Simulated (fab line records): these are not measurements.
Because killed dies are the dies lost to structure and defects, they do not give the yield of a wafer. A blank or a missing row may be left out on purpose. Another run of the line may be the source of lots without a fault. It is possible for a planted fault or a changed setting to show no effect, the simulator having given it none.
Which tool was responsible? + flow nand_harc + 12 lots with 36 wafers sampled at 6 steps, on a route of 1159 steps

== WHAT THE GAUGES READ, wafer by wafer ==
NHARC_A_BLC_CD_MEAS_10: the cd target is 100 nm. Usual: cd_nm at 100.1 nm, with a standard deviation of 0.52.
| lot  | measured     | on        | cd_nm (nm)        | flag |
|------|--------------|-----------|-------------------|------|
| L454 | day 17 13:26 | cd_sem-03 | 99.5 99.4 100.0   |      |
| L455 | day 17 12:49 | cd_sem-01 | 99.7 100.4 100.8  |      |
| L453 | day 17 16:51 | cd_sem-03 | 99.8 100.4 100.4  |      |
| L456 | day 18 10:53 | cd_sem-01 | 100.4 100.5 100.4 |      |
| L464 | day 20 10:13 | cd_sem-02 | 88.9 88.7 88.6    | OFF  |
| L465 | day 20 10:53 | cd_sem-03 | 99.9 99.9 99.4    |      |
| L469 | day 21 10:43 | cd_sem-03 | 99.5 99.4 99.7    |      |
| L468 | day 21 11:36 | cd_sem-03 | 99.7 99.8 99.3    |      |
| L467 | day 21 14:25 | cd_sem-03 | 91.1 91.2 90.7    | OFF  |
| L473 | day 22 01:01 | cd_sem-03 | 100.5 100.0 100.5 |      |
| L475 | day 22 01:43 | cd_sem-01 | 99.3 99.6 99.7    |      |
| L476 | day 23 09:49 | cd_sem-01 | 100.5 100.2 99.9  |      |

NHARC_END_SORT_01. Usual: killed_at_array 24, standard deviation 7.4; killed_at_other 0.5, standard deviation 0.81; killed_at_periphery 3.4, standard deviation 2.3; killed_dies 28, standard deviation 8; killed_open 3.4, standard deviation 1.8; killed_short 2.0, standard deviation 1.4.
| lot  | measured     | on        | killed_at_array | killed_at_other | killed_at_periphery | killed_dies | killed_open | killed_short | flag |
|------|--------------|-----------|-----------------|-----------------|---------------------|-------------|-------------|--------------|------|
| L464 | day 22 20:52 | prober-02 | 27 22 33        | 1 0 0           | 0 1 1               | 28 23 34    | 3 2 0       | 1 2 2        |      |
| L467 | day 24 02:34 | prober-01 | 18 20 28        | 2 1 2           | 2 2 2               | 22 23 32    | 3 1 2       | 2 4 2        |      |

== TOOL THAT RAN EACH LOT (tool first, then ch and the chambers of the sampled wafers, then the start) ==
| lot  | NHARC_A_CONTACT_ETCH_135             | NHARC_A_CONTACT_ALD_18              | NHARC_A_BLC_PEB_08                | NHARC_A_BLC_STRIP_29               |
|------|--------------------------------------|-------------------------------------|-----------------------------------|------------------------------------|
| L454 | har_cap_etch-03 ch 0,1, day 17 02:05 | ald_metal-02 ch 0,3, day 17 04:23   | litho_track-06 ch 0, day 17 13:22 | rie_diel-04 ch 0,1,2, day 17 14:41 |
| L455 | har_cap_etch-01 ch 0,1, day 17 02:10 | ald_metal-03 ch 1,2, day 17 04:22   | litho_track-01 ch 0, day 17 12:44 | rie_diel-10 ch 0,2,3, day 17 14:06 |
| L453 | har_cap_etch-02 ch 0,1, day 17 06:56 | ald_metal-04 ch 0,1,2, day 17 09:23 | litho_track-01 ch 0, day 17 16:46 | rie_diel-03 ch 0,1,2, day 17 18:12 |
| L456 | har_cap_etch-03 ch 0,1, day 18 04:51 | ald_metal-02 ch 0,1,3, day 18 06:54 | litho_track-04 ch 0, day 18 10:48 | rie_diel-03 ch 1,2,3, day 18 12:07 |
| L464 | har_cap_etch-02 ch 0,1, day 20 05:37 | ald_metal-03 ch 0,1, day 20 08:12   | litho_track-01 ch 0, day 20 10:08 | rie_diel-03 ch 0,2,3, day 20 11:29 |
| L465 | har_cap_etch-03 ch 0,1, day 20 06:12 | ald_metal-02 ch 1,2, day 20 08:24   | litho_track-06 ch 0, day 20 10:49 | rie_diel-03 ch 0,2, day 20 12:23   |
| L469 | har_cap_etch-02 ch 0,1, day 21 02:49 | ald_metal-03 ch 0,2,3, day 21 05:23 | litho_track-06 ch 0, day 21 10:38 | rie_diel-03 ch 0,2, day 21 11:57   |
| L468 | har_cap_etch-03 ch 0,1, day 21 05:16 | ald_metal-02 ch 0,1, day 21 07:18   | litho_track-06 ch 0, day 21 11:31 | rie_diel-03 ch 0,1, day 21 12:49   |
| L467 | har_cap_etch-03 ch 0,1, day 21 09:40 | ald_metal-04 ch 1,2, day 21 12:01   | litho_track-01 ch 0, day 21 14:20 | rie_diel-03 ch 0,1, day 21 15:38   |
| L473 | har_cap_etch-02 ch 0, day 21 18:14   | ald_metal-02 ch 1,2,3, day 21 20:57 | litho_track-04 ch 0, day 22 00:57 | rie_diel-04 ch 0,1,3, day 22 02:15 |
| L475 | har_cap_etch-03 ch 0,1, day 21 19:53 | ald_metal-04 ch 0,2,3, day 21 22:06 | litho_track-06 ch 0, day 22 01:38 | rie_diel-04 ch 0,1,2, day 22 02:57 |
| L476 | har_cap_etch-01 ch 0, day 22 21:32   | ald_metal-02 ch 0,2, day 22 23:46   | litho_track-06 ch 0, day 23 09:44 | rie_diel-03 ch 0,1, day 23 11:06   |
- NHARC_A_CONTACT_ETCH_135: etches the open film in C4F8/O2/Ar, time 132 s, target depth 1287 nm.
- NHARC_A_CONTACT_ALD_18: deposits TiN, target thk 3 nm, pulse time 1 s, ald cycles 150.
- NHARC_A_BLC_PEB_08: peb time 65 s.
- NHARC_A_BLC_STRIP_29: strips in CF4.

== WHAT THE TOOLS THEMSELVES READ (means of the sampled wafers that have a number; where no wafer has one, the mark that the record gives instead) ==
NHARC_A_CONTACT_ALD_18. Usual: heater_power_w 1073 W, standard deviation 110; precursor_pulse_height_rel 1.002, standard deviation 0.019.
| lot  | tool         | heater_power_w (W) | precursor_pulse_height_rel | flag |
|------|--------------|--------------------|----------------------------|------|
| L454 | ald_metal-02 | 1115               | 1.001                      |      |
| L455 | ald_metal-03 | 1166               | 0.986                      |      |
| L453 | ald_metal-04 | 1003               | 0.994                      |      |
| L456 | ald_metal-02 | 1091               | 1.007                      |      |
| L464 | ald_metal-03 | 1089               | 1.004                      |      |
| L465 | ald_metal-02 | 1163               | 0.992                      |      |
| L469 | ald_metal-03 | 1080               | 0.985                      |      |
| L468 | ald_metal-02 | 1070               | 1.016                      |      |
| L467 | ald_metal-04 | 1002               | 1.022                      |      |
| L473 | ald_metal-02 | 1123               | 0.997                      |      |
| L475 | ald_metal-04 | 995                | 1.009                      |      |
| L476 | ald_metal-02 | 1149               | 0.994                      |      |

NHARC_A_BLC_PEB_08. Usual: chill_plate_temp_C 22.99 C, standard deviation 0.11; heater_power_total_W 156.7 W, standard deviation 0.4; plate_temp_C 100.01 C, standard deviation 0.14.
| lot  | tool           | chill_plate_temp_C (C) | heater_power_total_W (W) | plate_temp_C (C) | flag |
|------|----------------|------------------------|--------------------------|------------------|------|
| L454 | litho_track-06 | 23.01                  | 156.8                    | 100.01           |      |
| L455 | litho_track-01 | 22.91                  | 156.9                    | 99.83            |      |
| L453 | litho_track-01 | 22.94                  | 156.8                    | 100.14           |      |
| L456 | litho_track-04 | 22.86                  | 156.5                    | 100.05           |      |
| L464 | litho_track-01 | 23.08                  | 149.9                    | 97.15            | OFF  |
| L465 | litho_track-06 | 23.02                  | 156.7                    | 99.94            |      |
| L469 | litho_track-06 | 23.07                  | 157.1                    | 99.88            |      |
| L468 | litho_track-06 | 23.24                  | 156.4                    | 100.18           |      |
| L467 | litho_track-01 | 23.06                  | 150.4                    | 97.12            | OFF  |
| L473 | litho_track-04 | 23.02                  | 156.7                    | 99.93            |      |
| L475 | litho_track-06 | 22.96                  | 157.0                    | 100.11           |      |
| L476 | litho_track-06 | 22.95                  | 156.5                    | 100.03           |      |

NHARC_A_BLC_STRIP_29. Usual: drypump_motor_current_A 5.5 A, standard deviation 0.5; oes_product_au 1.001 a.u., standard deviation 0.0067; rf_vpp_V 59.5 V, standard deviation 0.88; showerhead_plenum_p_Torr 1.78 Torr, standard deviation 0.06; throttle_valve_pct 13.282 %, standard deviation 0.0091.
| lot  | tool        | drypump_motor_current_A (A) | oes_product_au (a.u.) | rf_vpp_V (V) | showerhead_plenum_p_Torr (Torr) | throttle_valve_pct (%) | flag |
|------|-------------|-----------------------------|-----------------------|--------------|---------------------------------|------------------------|------|
| L454 | rie_diel-04 | 5.3                         | 0.995                 | 60.7         | 1.84                            | 13.286                 |      |
| L455 | rie_diel-10 | 5.3                         | 1.003                 | 59.6         | 1.70                            | 13.282                 |      |
| L453 | rie_diel-03 | 5.6                         | 1.001                 | 59.4         | 1.76                            | 13.291                 |      |
| L456 | rie_diel-03 | 5.3                         | 1.002                 | 59.3         | 1.73                            | 13.276                 |      |
| L464 | rie_diel-03 | 5.4                         | 1.003                 | 59.9         | 1.76                            | 13.275                 |      |
| L465 | rie_diel-03 | 5.4                         | 1.004                 | 59.0         | 1.75                            | 13.287                 |      |
| L469 | rie_diel-03 | 5.4                         | 1.006                 | 58.1         | 1.75                            | 13.273                 |      |
| L468 | rie_diel-03 | 5.9                         | 1.000                 | 59.3         | 1.77                            | 13.274                 |      |
| L467 | rie_diel-03 | 5.9                         | 1.003                 | 59.3         | 1.77                            | 13.285                 |      |
| L473 | rie_diel-04 | 5.7                         | 1.003                 | 59.8         | 1.84                            | 13.279                 |      |
| L475 | rie_diel-04 | 5.3                         | 1.002                 | 60.1         | 1.83                            | 13.276                 |      |
| L476 | rie_diel-03 | 6.0                         | 1.001                 | 59.9         | 1.80                            | 13.273                 |      |

== THE ANSWER, worked out from the rows above alone ==
Rule: lot off if the mean of its wafers having a number is beyond 3 standard deviations from the usual mean. A lot without any number at a reading at which 4 lots or more have one is off too. All remaining lots with rows at the step are treated as sound. First the gauges in route order, then the tools' own readings, where a lot's mean is used as printed above. The first step at which some lot is off is used, and at that step the reading that is off furthest; a lot without a number counts as furthest.
Off: L464, L467 (NHARC_A_BLC_CD_MEAS_10, cd_nm).
A tool fits if, at a process step before that reading, it ran every lot that is off, and no sound lot after the first of them. Not tried: the gauges at NHARC_A_BLC_CD_MEAS_10; whatever is off there is also off at NHARC_A_BLC_PEB_08, on other tools, and gauge error can't account for it. One fits: NHARC_A_BLC_PEB_08 on litho_track-01. A fault onset in the window from L453 (day 17 16:46, its last sound lot) to L464 (day 20 10:08, its first lot off) fits.
The tool's own readings at NHARC_A_BLC_PEB_08 bear it out: on the lots that are off they differ by more than 5 times the standard deviation of the sound lots' means. heater_power_total_W reads 150.2 W there against 156.7 W on the sound lots; plate_temp_C reads 97.14 C there against 100.01 C on the sound lots.

== WHAT THE SIMULATOR HAD INSERTED ==
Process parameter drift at NHARC_A_BLC_PEB_08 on litho_track-01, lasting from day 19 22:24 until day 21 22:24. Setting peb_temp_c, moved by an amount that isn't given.
Struck lots among those shown: L464, L467. The rule above reached the same finding.
